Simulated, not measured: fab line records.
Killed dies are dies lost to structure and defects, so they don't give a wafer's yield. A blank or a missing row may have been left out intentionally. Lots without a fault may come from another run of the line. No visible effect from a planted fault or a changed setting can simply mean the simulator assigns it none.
fab line records    flow n5_finfet    part 2 of 2: steps 21 to 34 of 34
[record] lots = 5  wafers = 15  last_day = 16
route steps=1938 shown WELL_APT@55 PMOS_HMC_CHANNEL_EPI@57
lots that met no fault: from a run of the same line without faults
start_h: the number of hours between the record's first day and the start of the first shown wafer of the lot    wait_h: hours since the lot's step before    " the same as in the row above    L1.1+2: several wafers, shown together as one row    - value missing, or start not given    * or withheld: withheld    < > ~ a bound
route shown NAME@n: NAME is a module with steps in the file, n the number in the route of the first one    usual: average and standard deviation across the fault-free wafers    same: alike in all rows    chamber/n: place in a boat    sites: readings site by site    _std_site: the values' standard deviation    _edge_site: the outer-site mean with the inner-site mean subtracted    radius_mm: how far each site lies from the wafer's centre    mask NAME#n: copy n    behind: tool/chamber where the wafer was last shaped    hold: why the lot went on hold/how many hours it stayed there/how the hold came to an end    device: names the non-switching transistor (n, p or np)    end of line: the route-end tests of the same wafers    where a step has no rows: the recipe by itself    killed: count of dies lost to structure and defects at first sort (not the wafer's yield)    map: a wafer's dies, marking killed ones x, the rest . and places with no die _
set.NAME: the run value of the setting; set.NAME@STEP: its run value at that earlier step    model.NAME: the simulator's own value behind a step, which no gauge read
lots at some steps of the route; a table a step, a row a wafer
services: when a tool's chamber went out of use (start_h, in hours from the record's first day, below 0 if earlier), for how many hours, and the reason
[[steps]]
[step N5_PMOS_HMC_CHANNEL_EPI_PRECLEAN_36]
[recipe] chemistry = O3/DIW  time_s = 45  temp_c = 22  o3_ppm = 10
lot.wafer   tool          chamber  start_h  wait_h
L078.1+2+6  wet_bench-03  7,2,6    42.26    0.1
L083.1+4+5  wet_bench-03  2,0,7    71.66    0.1
L087.1+2+5  wet_bench-02  2,7,6    98.72    0.1
L092.1+2+4  wet_bench-03  2,3,6    126.87   0.1
L093.1+3+5  wet_bench-03  1,0,7    132.72   0.1
[step N5_PMOS_HMC_CHANNEL_EPI_PRECLEAN_18]
[recipe] chemistry = DHF  time_s = 30  temp_c = 25  dilution = withheld
lot.wafer   tool          chamber  start_h  wait_h
L078.1+2+6  wet_bench-03  7,2,6    42.27    0.0
L083.1+4+5  wet_bench-03  2,0,7    71.67    0.0
L087.1+2+5  wet_bench-02  2,7,6    98.74    0.0
L092.1+2+4  wet_bench-03  2,3,6    126.89   0.0
L093.1+3+5  wet_bench-03  1,0,7    132.73   0.0
[step N5_PMOS_HMC_CHANNEL_EPI_SRD_19]
[recipe] dry = ipa_marangoni  do_ppb = 5  time_s = 30  temp_c = 23  rinse_liquid = diw
lot.wafer   tool          chamber  start_h  wait_h
L078.1+2+6  wet_bench-03  7,2,6    42.28    0.0
L083.1+4+5  wet_bench-03  2,0,7    71.68    0.0
L087.1+2+5  wet_bench-02  2,7,6    98.75    0.0
L092.1+2+4  wet_bench-03  2,3,6    126.90   0.0
L093.1+3+5  wet_bench-03  1,0,7    132.74   0.0
[step N5_PMOS_HMC_CHANNEL_EPI_EPI_20]
[recipe] material = SiGe30  mask_material = SiO2  pressure_torr = 20  target_thk_a = 590  temp_c = 600
[usual] susceptor_temp_C = 600.02/0.28
lot.wafer  tool          chamber  start_h  wait_h  susceptor_temp_C
L078.1     epi_rpcvd-04  0        42.33    0.0     600.19
L078.2     "             0        "        "       599.99
L078.6     "             0        "        "       599.77
L083.1     epi_rpcvd-04  0        71.73    0.0     599.75
L083.4     "             0        "        "       599.73
L083.5     "             0        "        "       599.72
L087.1     epi_rpcvd-01  0        98.80    0.0     599.91
L087.2     "             0        "        "       599.51
L087.5     "             0        "        "       599.54
L092.1     epi_rpcvd-03  0        126.95   0.0     600.27
L092.2     "             0        "        "       600.42
L092.4     "             0        "        "       600.32
L093.1     epi_rpcvd-04  0        132.79   0.0     599.92
L093.3     "             0        "        "       600.37
L093.5     "             0        "        "       600.34
[step N5_PMOS_HMC_CHANNEL_EPI_HM_STRIP_35]
[recipe] chemistry = dHF  temp_c = 25  material = SiO2  target = SiO2  target_depth_a = 396  time_s = 216
lot.wafer   tool          chamber  start_h  wait_h
L078.1+2+6  wet_bench-05  3,4,1    43.56    1.0
L083.1+4+5  wet_bench-05  1,3,5    73.36    1.4
L087.1+2+5  wet_bench-03  6,1,7    100.43   1.4
L092.1+2+4  wet_bench-03  3,4,5    128.18   1.0
L093.1+3+5  wet_bench-03  3,5,4    134.03   1.0
[step N5_PMOS_HMC_CHANNEL_EPI_SRD_39]
[recipe] dry = ipa_marangoni  time_s = 30  temp_c = 23  rinse_liquid = diw
lot.wafer   tool          chamber  start_h  wait_h
L078.1+2+6  wet_bench-05  3,4,1    43.63    0.0
L083.1+4+5  wet_bench-05  1,3,5    73.43    0.0
L087.1+2+5  wet_bench-03  6,1,7    100.49   0.0
L092.1+2+4  wet_bench-03  3,4,5    128.25   0.0
L093.1+3+5  wet_bench-03  3,5,4    134.10   0.0
[step N5_PMOS_HMC_CHANNEL_EPI_CMP_21]
[recipe] material = SiGe30  post_cmp_clean = alkaline_brush  target_thk_nm = 54
[usual] motor_current_A = 12.6/1.4  pad_life_wafers = 846/430  slurry_filter_dp_kPa = 13.49/0.13
lot.wafer  tool    chamber  start_h  wait_h  motor_current_A  pad_life_wafers  slurry_filter_dp_kPa
L078.1     cmp-03  2        43.67    0.0     12.0             444              13.69
L078.2     "       0        "        "       12.3             446              13.63
L078.6     "       3        "        "       13.7             -                13.34
L083.1     cmp-04  0        73.50    0.1     10.5             229              13.37
L083.4     "       2        "        "       12.6             231              13.48
L083.5     "       0        "        "       10.3             -                13.50
L087.2     cmp-03  1        100.53   0.0     12.4             960              13.48
L087.1     "       0        "        "       11.4             963              13.50
L087.5     "       2        "        "       12.7             -                13.51
L092.2     cmp-01  0        128.29   0.0     12.8             1290             13.68
L092.1     "       1        "        "       15.2             1291             13.59
L092.4     "       3        "        "       11.5             1293             13.36
L093.1     cmp-03  3        134.17   0.1     12.9             1225             13.19
L093.3     "       1        "        "       11.7             1227             13.61
L093.5     "       3        "        "       13.3             -                13.58
[step N5_PMOS_HMC_CHANNEL_EPI_THK_MEAS_22]
[recipe] reads = SiGe30_of_PMOS_HMC_CHANNEL_EPI_EPI_20
[usual] HMC_CMP_THK = 53.7/0.68
lot.wafer  tool           chamber  start_h  wait_h  HMC_CMP_THK[nm]
L078.1     film_metro-02  -        43.96    -       52.7
L078.2     "              -        "        "       53.1
L078.6     "              -        "        "       53.6
L083.1     film_metro-02  -        73.76    -       52.8
L083.4     "              -        "        "       52.9
L083.5     "              -        "        "       53.5
L087.1     film_metro-01  -        100.83   -       53.4
L087.2     "              -        "        "       53.3
L087.5     "              -        "        "       52.2
L092.1     film_metro-02  -        128.59   -       54.7
L092.2     "              -        "        "       54.1
L092.4     "              -        "        "       53.9
L093.1     film_metro-01  -        134.43   -       53.4
L093.3     "              -        "        "       53.3
L093.5     "              -        "        "       52.9
[step N5_PMOS_HMC_CHANNEL_EPI_PRECLEAN_40]
[recipe] chemistry = DHF  time_s = 30  temp_c = 25  dilution = withheld
lot.wafer   tool          chamber  start_h  wait_h
L078.1+2+6  wet_bench-03  1,7,0    43.99    0.0
L083.1+4+5  wet_bench-05  2,0,6    73.79    0.0
L087.1+2+5  wet_bench-02  6,0,5    100.86   0.0
L092.1+2+4  wet_bench-05  1,7,0    128.61   0.0
L093.1+3+5  wet_bench-03  5,2,4    134.46   0.0
[step N5_PMOS_HMC_CHANNEL_EPI_PRECLEAN_37]
[recipe] chemistry = O3/DIW  time_s = 45  temp_c = 22  o3_ppm = 10
lot.wafer   tool          chamber  start_h  wait_h
L078.1+2+6  wet_bench-03  1,7,0    44.00    0.0
L083.1+4+5  wet_bench-05  2,0,6    73.80    0.0
L087.1+2+5  wet_bench-02  6,0,5    100.87   0.0
L092.1+2+4  wet_bench-05  1,7,0    128.63   0.0
L093.1+3+5  wet_bench-03  5,2,4    134.47   0.0
[step N5_PMOS_HMC_CHANNEL_EPI_PRECLEAN_24]
[recipe] chemistry = DHF  time_s = 30  temp_c = 25  dilution = withheld
lot.wafer   tool          chamber  start_h  wait_h
L078.1+2+6  wet_bench-03  1,7,0    44.02    0.0
L083.1+4+5  wet_bench-05  2,0,6    73.82    0.0
L087.1+2+5  wet_bench-02  6,0,5    100.88   0.0
L092.1+2+4  wet_bench-05  1,7,0    128.64   0.0
L093.1+3+5  wet_bench-03  5,2,4    134.48   0.0
[step N5_PMOS_HMC_CHANNEL_EPI_SRD_25]
[recipe] dry = ipa_marangoni  do_ppb = 5  time_s = 30  temp_c = 23  rinse_liquid = diw
lot.wafer   tool          chamber  start_h  wait_h
L078.1+2+6  wet_bench-03  1,7,0    44.03    0.0
L083.1+4+5  wet_bench-05  2,0,6    73.82    0.0
L087.1+2+5  wet_bench-02  6,0,5    100.89   0.0
L092.1+2+4  wet_bench-05  1,7,0    128.65   0.0
L093.1+3+5  wet_bench-03  5,2,4    134.49   0.0
[step N5_PMOS_HMC_CHANNEL_EPI_EPI_26]
[recipe] material = Si  target_thk_a = 38  temp_c = 650  precursor = SiH4/H2  pressure_torr = 20  time_s = 22.7
[usual] susceptor_temp_C = 650.0/0.31  throttle_valve_pct = 11.0/0.31
lot.wafer  tool          chamber  start_h  wait_h  susceptor_temp_C  throttle_valve_pct
L078.1     epi_rpcvd-04  0        44.08    0.0     649.6             11.4
L078.2     "             0        "        "       650.0             11.7
L078.6     "             0        "        "       649.7             11.2
L083.1     epi_rpcvd-01  0        73.88    0.0     649.7             11.0
L083.4     "             0        "        "       649.9             10.8
L083.5     "             0        "        "       650.0             10.7
L087.1     epi_rpcvd-04  0        100.94   0.0     649.9             11.5
L087.2     "             0        "        "       649.7             11.2
L087.5     "             0        "        "       649.8             11.5
L092.1     epi_rpcvd-04  0        128.70   0.0     649.6             11.4
L092.2     "             0        "        "       649.8             11.4
L092.4     "             0        "        "       649.3             11.4
L093.1     epi_rpcvd-04  0        134.54   0.0     650.0             11.4
L093.3     "             0        "        "       650.1             11.6
L093.5     "             0        "        "       649.9             11.4
[step N5_PMOS_HMC_CHANNEL_EPI_INSPECT_30]
[recipe] inspect_instrument = darkfield  mode = post_epi
[usual] raw_defect_count = 18/6.1
lot.wafer  tool               chamber  start_h  wait_h  raw_defect_count
L078.1     defect_inspect-01  -        44.45    0.0     30
L078.2     "                  -        "        "       17
L078.6     "                  -        "        "       14
L083.1     defect_inspect-01  -        74.25    0.0     14
L083.4     "                  -        "        "       21
L083.5     "                  -        "        "       18
L087.1     defect_inspect-01  -        101.31   0.0     12
L087.2     "                  -        "        "       19
L087.5     "                  -        "        "       17
L092.1     defect_inspect-02  -        129.17   0.0     32
L092.2     "                  -        "        "       23
L092.4     "                  -        "        "       27
L093.1     defect_inspect-01  -        134.91   0.0     7
L093.3     "                  -        "        "       17
L093.5     "                  -        "        "       16
[[services]]
tool             chamber  start_h  hours  kind
cmp-03           -        17.13    1.4    repair
cmp-01           -        18.52    11.3   repair
rie_diel-02      3        21.33    9.5    repair
rie_si-06        -        28.38    1.0    repair
rie_diel-03      -        29.48    0.5    repair
rie_si-05        -        48.03    1.3    repair
arfi_scanner-03  -        48.52    0.3    repair
arfi_scanner-02  -        54.01    0.4    repair
arfi_scanner-03  -        58.94    0.8    pm
arfi_scanner-02  -        62.89    1.3    pm
wet_bench-02     -        66.03    1.7    repair
arfi_scanner-03  -        70.41    3.9    pm
rie_diel-02      -        83.82    14.6   pm
rie_si-06        0        87.43    6.4    repair
rie_diel-06      0        88.86    4.1    repair
arfi_scanner-03  -        89.32    0.4    repair
epi_rpcvd-01     -        91.51    0.6    repair
arfi_scanner-03  -        99.10    1.5    pm
rie_diel-02      1        113.73   15.6   repair
rie_diel-06      2        117.42   1.2    repair
wet_bench-02     -        120.26   1.7    repair
arfi_scanner-03  -        123.35   1.3    pm
arfi_scanner-02  -        125.63   1.0    pm
epi_rpcvd-01     -        131.06   8.1    pm
